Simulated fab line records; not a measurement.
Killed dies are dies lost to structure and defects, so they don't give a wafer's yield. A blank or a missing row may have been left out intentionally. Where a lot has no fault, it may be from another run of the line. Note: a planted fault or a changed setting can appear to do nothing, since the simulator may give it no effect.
One fault through the eyes of 2 desks	flow nand harc	each desk has only its own numbers; what lay behind them comes last

## THE DEFECT DESK
Inspection counts along the route, by lot: the mean over sampled wafers that carry a number. If a lot's mean is further than 4 standard deviations from the usual mean, the lot is out of limits and carries the mark OUT (the distance appears in the brackets).
Columns: A = raw defect count at NHARC_A_WL_FILL_INSPECT_15, usual 448
lot	first seen here	A
L325	day 21 12:59	434
L326	day 21 15:13	418
L327	day 22 08:35	566
L328	day 22 08:35	403
L329	day 22 22:23	378
L331	day 24 04:41	486
L333	day 24 21:09	370
L334	day 25 03:17	439
L339	day 27 10:32	523
L341	day 27 14:54	372
L346	day 30 00:36	449
L348	day 30 12:33	415
L347	day 30 12:34	490
This desk's verdict: no lot among the 13 shows anything out of limits.

## FOR THE TOOL OWNER'S DESK: rie si-01
The tool's own readings at NHARC_A_WL_FILL_ETCHBACK_26 (etches the open film in HBr, target depth 52 nm, time 13.3 s): means of the sampled wafers that have a number, for each lot that ran on this tool. If a lot's mean is further than 4 standard deviations from the usual mean, the lot is out of limits and carries the mark OUT (the distance appears in the brackets).
Columns: A = drypump motor current A at NHARC_A_WL_FILL_ETCHBACK_26, usual 5.8 A; B = oes product au at NHARC_A_WL_FILL_ETCHBACK_26, usual 1.000 a.u.; C = throttle valve pct at NHARC_A_WL_FILL_ETCHBACK_26, usual 23.265 %
lot	first seen here	A	B	C
L326	day 21 14:07	5.8	0.994	23.265
L329	day 22 21:17	5.6	0.997	23.264
L334	day 25 02:12	5.7	0.993	23.274
L339	day 27 09:25	5.9	1.198 (+31) OUT	23.261
L341	day 27 12:59	5.8	1.191 (+30) OUT	23.267
L347	day 30 11:26	5.5	0.991	23.262
This desk finds L339, L341 out of limits, L339 being first, at day 27 09:25 (oes product au at NHARC_A_WL_FILL_ETCHBACK_26). L326, L329, L334, L347 stayed within limits.

## PUT TOGETHER
The tool owner's desk could have raised an alarm at day 27 09:25, on L339, L341.
Nothing out of limits was seen by the defect desk.
The defect desk has L339, L341 on record, within its limits.
On rie si-01, each named lot ran NHARC_A_WL_FILL_ETCHBACK_26.

## WHAT WAS PUT IN BY THE SIMULATOR
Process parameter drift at NHARC_A_WL_FILL_ETCHBACK_26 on rie si-01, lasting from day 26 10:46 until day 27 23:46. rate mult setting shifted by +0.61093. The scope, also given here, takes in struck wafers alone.
Shown lots that were struck: L339, L341.
Hours from the fault's start to each desk's first reading out of limits: the tool owner's desk, 23.
